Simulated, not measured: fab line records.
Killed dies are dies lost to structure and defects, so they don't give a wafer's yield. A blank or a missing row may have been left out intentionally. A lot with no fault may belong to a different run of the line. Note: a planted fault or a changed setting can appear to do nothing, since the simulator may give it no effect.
fab line records -- flow nand-harc
[record] lots = 7, wafers = 21, last-day = 24
route steps=1159 shown A_SOURCE_PLATE@420 A_ONON_D1@424
lots that met no fault: from a run of the same line without faults
start-h: hours from the record's first day to the start of the lot's first wafer shown -- wait-h: time in hours since the lot's previous step -- " the same as in the row above -- L1.1+2: a single row standing in for several wafers -- - value missing, or start not given -- * or withheld: withheld -- < > ~ a bound
route shown NAME@n: NAME is a module with steps in the file, n the number in the route of the first one -- usual: mean and standard deviation over wafers with no fault -- same: alike in all rows -- chamber/n: place in a boat -- sites: each site's reading -- _std_site: their standard deviation -- _edge_site: the outer-site mean with the inner-site mean subtracted -- radius-mm: for every site, how far away it sits from the centre of the wafer -- mask NAME#n: copy n -- behind: the tool/chamber that last shaped the wafer -- hold: the reason the lot was held/the length of the hold in hours/how it ended -- device: whichever transistor did not switch (one of n, p or np) -- end of line: at the end of the route, the tests of the same wafers -- a step with no rows: only its recipe -- killed: at the first sort, the dies lost to defects and structure; wafer yield is something else -- map: a wafer's dies, marking killed ones x, the rest . and places with no die _
set.NAME: the setting as run; set.NAME@STEP: as run at that earlier step -- model.NAME: the simulator's own value behind a step, which no gauge read
lots seen at some steps along the route; tables by step, rows by wafer
services: a tool's chamber out of use, with start hour (start-h, from the record's first day; less than 0 if before it), hours out, and reason
[[steps]]
[step NHARC_A_SOURCE_PLATE_THK_MEAS_06]
[recipe] thk-meas-gauge = ellipsometry
[usual] thk-nm = 199.3/2.4
lot.wafer,tool,chamber,start-h,wait-h,thk-nm
L237.2,film-metro-01,-,221.26,0.4,200.5
L237.4,film-metro-01,-,221.26,0.4,204.9
L237.5,film-metro-01,-,221.26,0.4,203.0
L236.4,film-metro-02,-,221.26,0.4,197.8
L236.5,film-metro-02,-,221.26,0.4,199.9
L236.6,film-metro-02,-,221.26,0.4,200.5
L244.1,film-metro-02,-,257.71,0.4,199.1
L244.5,film-metro-02,-,257.71,0.4,200.9
L244.6,film-metro-02,-,257.71,0.4,199.6
L243.1,film-metro-02,-,257.72,0.4,201.5
L243.2,film-metro-02,-,257.72,0.4,201.4
L243.5,film-metro-02,-,257.72,0.4,202.6
L241.3,film-metro-01,-,257.73,0.4,196.8
L241.5,film-metro-01,-,257.73,0.4,199.9
L241.6,film-metro-01,-,257.73,0.4,199.6
L247.2,film-metro-02,-,279.89,0.4,199.9
L247.5,film-metro-02,-,279.89,0.4,198.3
L247.6,film-metro-02,-,279.89,0.4,195.6
L249.1,film-metro-01,-,286.78,0.4,195.8
L249.3,film-metro-01,-,286.78,0.4,196.9
L249.6,film-metro-01,-,286.78,0.4,195.2
[step NHARC_A_SOURCE_PLATE_INSPECT_08]
[usual] raw-defect-count = 69/26
lot.wafer,tool,chamber,start-h,wait-h,raw-defect-count
L236.4,defect-inspect-01,-,221.32,0.0,42
L236.5,defect-inspect-01,-,221.32,0.0,83
L236.6,defect-inspect-01,-,221.32,0.0,72
L237.2,defect-inspect-02,-,221.34,0.1,37
L237.4,defect-inspect-02,-,221.34,0.1,28
L237.5,defect-inspect-02,-,221.34,0.1,53
L243.1,defect-inspect-02,-,257.78,0.0,80
L243.2,defect-inspect-02,-,257.78,0.0,44
L243.5,defect-inspect-02,-,257.78,0.0,67
L244.1,defect-inspect-01,-,257.80,0.0,43
L244.5,defect-inspect-01,-,257.80,0.0,41
L244.6,defect-inspect-01,-,257.80,0.0,46
L241.3,defect-inspect-01,-,257.81,0.0,95
L241.5,defect-inspect-01,-,257.81,0.0,74
L241.6,defect-inspect-01,-,257.81,0.0,107
L247.2,defect-inspect-02,-,279.95,0.0,70
L247.5,defect-inspect-02,-,279.95,0.0,39
L247.6,defect-inspect-02,-,279.95,0.0,46
L249.1,defect-inspect-01,-,286.84,0.0,54
L249.3,defect-inspect-01,-,286.84,0.0,35
L249.6,defect-inspect-01,-,286.84,0.0,56
[step NHARC_A_ONON_D1_DEP_00]
[recipe] target-thk-a = 10000, n2-flow-sccm = 2750, n2o-flow-sccm = 2000, nh3-flow-sccm = 500, sih4-flow-sccm = 210, temp-c = 400
[step NHARC_A_ONON_D1_THK_MEAS_02]
[recipe] thk-meas-gauge = ellipsometry
[usual] thk-nm = 1002/9
lot.wafer,tool,chamber,start-h,wait-h,thk-nm
L236.4,film-metro-02,-,221.90,-,995
L236.5,film-metro-02,-,221.90,-,997
L236.6,film-metro-02,-,221.90,-,996
L237.2,film-metro-01,-,221.91,-,1001
L237.4,film-metro-01,-,221.91,-,1002
L237.5,film-metro-01,-,221.91,-,1000
L243.1,film-metro-01,-,258.36,-,1014
L243.2,film-metro-01,-,258.36,-,1012
L243.5,film-metro-01,-,258.36,-,1013
L244.1,film-metro-02,-,258.38,-,1007
L244.5,film-metro-02,-,258.38,-,1004
L244.6,film-metro-02,-,258.38,-,1004
L241.3,film-metro-01,-,258.72,-,1004
L241.5,film-metro-01,-,258.72,-,1003
L241.6,film-metro-01,-,258.72,-,1000
L247.2,film-metro-01,-,280.53,-,1007
L247.5,film-metro-01,-,280.53,-,1008
L247.6,film-metro-01,-,280.53,-,1008
L249.1,film-metro-02,-,287.42,-,1002
L249.3,film-metro-02,-,287.42,-,1000
L249.6,film-metro-02,-,287.42,-,1002
[step NHARC_A_ONON_D1_DEP_03]
[recipe] target-thk-a = 10000, n2-flow-sccm = 2750, n2o-flow-sccm = 2000, nh3-flow-sccm = 500, sih4-flow-sccm = 210, temp-c = 400
[step NHARC_A_ONON_D1_THK_MEAS_05]
[recipe] thk-meas-gauge = ellipsometry
[usual] thk-nm = 1002/7.2
lot.wafer,tool,chamber,start-h,wait-h,thk-nm
L236.4,film-metro-01,-,222.47,-,1009
L236.5,film-metro-01,-,222.47,-,1010
L236.6,film-metro-01,-,222.47,-,1009
L237.2,film-metro-02,-,222.60,-,995
L237.4,film-metro-02,-,222.60,-,996
L237.5,film-metro-02,-,222.60,-,997
L243.1,film-metro-01,-,258.93,-,1004
L243.2,film-metro-01,-,258.93,-,1006
L243.5,film-metro-01,-,258.93,-,1005
L244.1,film-metro-01,-,259.07,-,1003
L244.5,film-metro-01,-,259.07,-,1002
L244.6,film-metro-01,-,259.07,-,1001
L241.3,film-metro-01,-,259.29,-,995
L241.5,film-metro-01,-,259.29,-,996
L241.6,film-metro-01,-,259.29,-,994
L247.2,film-metro-02,-,281.10,-,1007
L247.5,film-metro-02,-,281.10,-,1006
L247.6,film-metro-02,-,281.10,-,1005
L249.1,film-metro-01,-,287.99,-,1006
L249.3,film-metro-01,-,287.99,-,1004
L249.6,film-metro-01,-,287.99,-,1004
[step NHARC_A_ONON_D1_DEP_06]
[recipe] target-thk-a = 10000, n2-flow-sccm = 2750, n2o-flow-sccm = 2000, nh3-flow-sccm = 500, sih4-flow-sccm = 210, temp-c = 400
[step NHARC_A_ONON_D1_THK_MEAS_08]
[recipe] thk-meas-gauge = ellipsometry
[usual] thk-nm = 999/11
lot.wafer,tool,chamber,start-h,wait-h,thk-nm
L236.4,film-metro-01,-,223.04,-,1016
L236.5,film-metro-01,-,223.04,-,1018
L236.6,film-metro-01,-,223.04,-,1016
L237.2,film-metro-01,-,223.17,-,1001
L237.4,film-metro-01,-,223.17,-,1002
L237.5,film-metro-01,-,223.17,-,1002
L243.1,film-metro-01,-,259.50,-,1007
L243.2,film-metro-01,-,259.50,-,1008
L243.5,film-metro-01,-,259.50,-,1008
L244.1,film-metro-02,-,259.64,-,989
L244.5,film-metro-02,-,259.64,-,988
L244.6,film-metro-02,-,259.64,-,988
L241.3,film-metro-02,-,259.85,-,981
L241.5,film-metro-02,-,259.85,-,981
L241.6,film-metro-02,-,259.85,-,981
L247.2,film-metro-02,-,281.67,-,1012
L247.5,film-metro-02,-,281.67,-,1014
L247.6,film-metro-02,-,281.67,-,1014
L249.1,film-metro-02,-,288.56,-,1002
L249.3,film-metro-02,-,288.56,-,1003
L249.6,film-metro-02,-,288.56,-,1003
[step NHARC_A_ONON_D1_DEP_09]
[recipe] target-thk-a = 10000, n2-flow-sccm = 2750, n2o-flow-sccm = 2000, nh3-flow-sccm = 500, sih4-flow-sccm = 210, temp-c = 400
[step NHARC_A_ONON_D1_THK_MEAS_11]
[recipe] thk-meas-gauge = ellipsometry
[usual] thk-nm = 1005/8.4
lot.wafer,tool,chamber,start-h,wait-h,thk-nm
L236.4,film-metro-02,-,223.60,-,1018
L236.5,film-metro-02,-,223.60,-,1017
L236.6,film-metro-02,-,223.60,-,1019
L237.2,film-metro-01,-,223.74,-,1019
L237.4,film-metro-01,-,223.74,-,1019
L237.5,film-metro-01,-,223.74,-,1018
L243.1,film-metro-02,-,260.13,-,993
L243.2,film-metro-02,-,260.13,-,991
L243.5,film-metro-02,-,260.13,-,990
L244.1,film-metro-01,-,260.20,-,999
L244.5,film-metro-01,-,260.20,-,1000
L244.6,film-metro-01,-,260.20,-,998
L241.3,film-metro-01,-,260.48,-,1015
L241.5,film-metro-01,-,260.48,-,1014
L241.6,film-metro-01,-,260.48,-,1013
L247.2,film-metro-02,-,282.24,-,993
L247.5,film-metro-02,-,282.24,-,994
L247.6,film-metro-02,-,282.24,-,993
L249.1,film-metro-01,-,289.13,-,994
L249.3,film-metro-01,-,289.13,-,994
L249.6,film-metro-01,-,289.13,-,994
[step NHARC_A_ONON_D1_DEP_12]
[recipe] target-thk-a = 10000, n2-flow-sccm = 2750, n2o-flow-sccm = 2000, nh3-flow-sccm = 500, sih4-flow-sccm = 210, temp-c = 400
[usual] n2-flow-sccm = 2750/8.3
lot.wafer,tool,chamber,start-h,wait-h,n2-flow-sccm
L236.4,pecvd-onon-02,0,223.83,0.2,2754
L236.5,pecvd-onon-02,0,223.83,0.2,2755
L236.6,pecvd-onon-02,0,223.83,0.2,2748
L237.2,pecvd-onon-03,0,223.85,0.1,2759
L237.4,pecvd-onon-03,0,223.85,0.1,2747
L237.5,pecvd-onon-03,0,223.85,0.1,2761
L243.1,pecvd-onon-03,0,260.19,0.1,2747
L243.2,pecvd-onon-03,0,260.19,0.1,2758
L243.5,pecvd-onon-03,0,260.19,0.1,2754
L244.1,pecvd-onon-02,0,260.32,0.1,2762
L244.5,pecvd-onon-02,0,260.32,0.1,2760
L244.6,pecvd-onon-02,0,260.32,0.1,2742
L241.3,pecvd-onon-03,0,260.66,0.2,2738
L241.5,pecvd-onon-03,0,260.66,0.2,2745
L241.6,pecvd-onon-03,0,260.66,0.2,2735
L247.2,pecvd-onon-04,0,282.35,0.1,2754
L247.5,pecvd-onon-04,0,282.35,0.1,2747
L247.6,pecvd-onon-04,0,282.35,0.1,2757
L249.1,pecvd-onon-03,0,289.18,0.1,2752
L249.3,pecvd-onon-03,0,289.18,0.1,2751
L249.6,pecvd-onon-03,0,289.18,0.1,2761
[step NHARC_A_ONON_D1_THK_MEAS_14]
[recipe] thk-meas-gauge = ellipsometry
[usual] thk-nm = 1002/7.9
lot.wafer,tool,chamber,start-h,wait-h,hold,thk-nm
L236.4,film-metro-01,-,224.17,-,-,1011
L236.5,film-metro-01,-,224.17,-,-,1011
L236.6,film-metro-01,-,224.17,-,-,1010
L237.2,film-metro-02,-,224.30,-,-,994
L237.4,film-metro-02,-,224.30,-,-,993
L237.5,film-metro-02,-,224.30,-,-,992
L243.1,film-metro-02,-,260.70,-,await-dispo/0.2h/release,1532
L243.2,film-metro-02,-,260.70,-,await-dispo/0.2h/release,1531
L243.5,film-metro-02,-,260.70,-,await-dispo/0.2h/release,1529
L243.1,film-metro-02,-,260.87,0.2,-,1530
L243.2,film-metro-02,-,260.87,0.2,-,1529
L243.5,film-metro-02,-,260.87,0.2,-,1530
L244.1,film-metro-01,-,260.83,-,-,1009
L244.5,film-metro-01,-,260.83,-,-,1011
L244.6,film-metro-01,-,260.83,-,-,1011
L241.3,film-metro-01,-,261.06,-,await-dispo/0.2h/release,1535
L241.5,film-metro-01,-,261.06,-,await-dispo/0.2h/release,1536
L241.6,film-metro-01,-,261.06,-,await-dispo/0.2h/release,1533
L241.3,film-metro-01,-,261.23,0.2,-,1534
L241.5,film-metro-01,-,261.23,0.2,-,1535
L241.6,film-metro-01,-,261.23,0.2,-,1533
L247.2,film-metro-01,-,282.80,-,-,992
L247.5,film-metro-01,-,282.80,-,-,993
L247.6,film-metro-01,-,282.80,-,-,989
L249.1,film-metro-01,-,289.70,-,await-dispo/0.2h/release,1529
L249.3,film-metro-01,-,289.70,-,await-dispo/0.2h/release,1531
L249.6,film-metro-01,-,289.70,-,await-dispo/0.2h/release,1532
L249.1,film-metro-01,-,289.87,0.2,-,1531
L249.3,film-metro-01,-,289.87,0.2,-,1531
L249.6,film-metro-01,-,289.87,0.2,-,1531
[[services]]
tool,chamber,start-h,hours,kind
pecvd-onon-04,-,237.34,13.0,pm
[[key]]
[first-sign] step = NHARC_A_ONON_D1_THK_MEAS_14, reading = visit, direction = added
[effect] step = NHARC_A_ONON_D1_THK_MEAS_14, reading = thk-nm, direction = up, sigmas = 67, usual = 1002, struck = 1532
met-at NHARC_A_ONON_D1_DEP_12
struck-wafers L241.3,L241.5,L241.6,L243.1,L243.2,L243.5,L249.1,L249.3,L249.6
scrapped-behind NHARC_A_ONON_D1_THK_MEAS_14 L241.3,L241.5,L241.6,L243.1,L243.2,L243.5,L249.1,L249.3,L249.6
[fault] kind = process-parameter-drift, tool = pecvd-onon-03, chamber = -, onset-h = 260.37, steps = NHARC_A_ONON_D1_DEP_12, channel = target-thk-a, offset = *, shape = step, end-h = 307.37, acts-in = *, stated = *
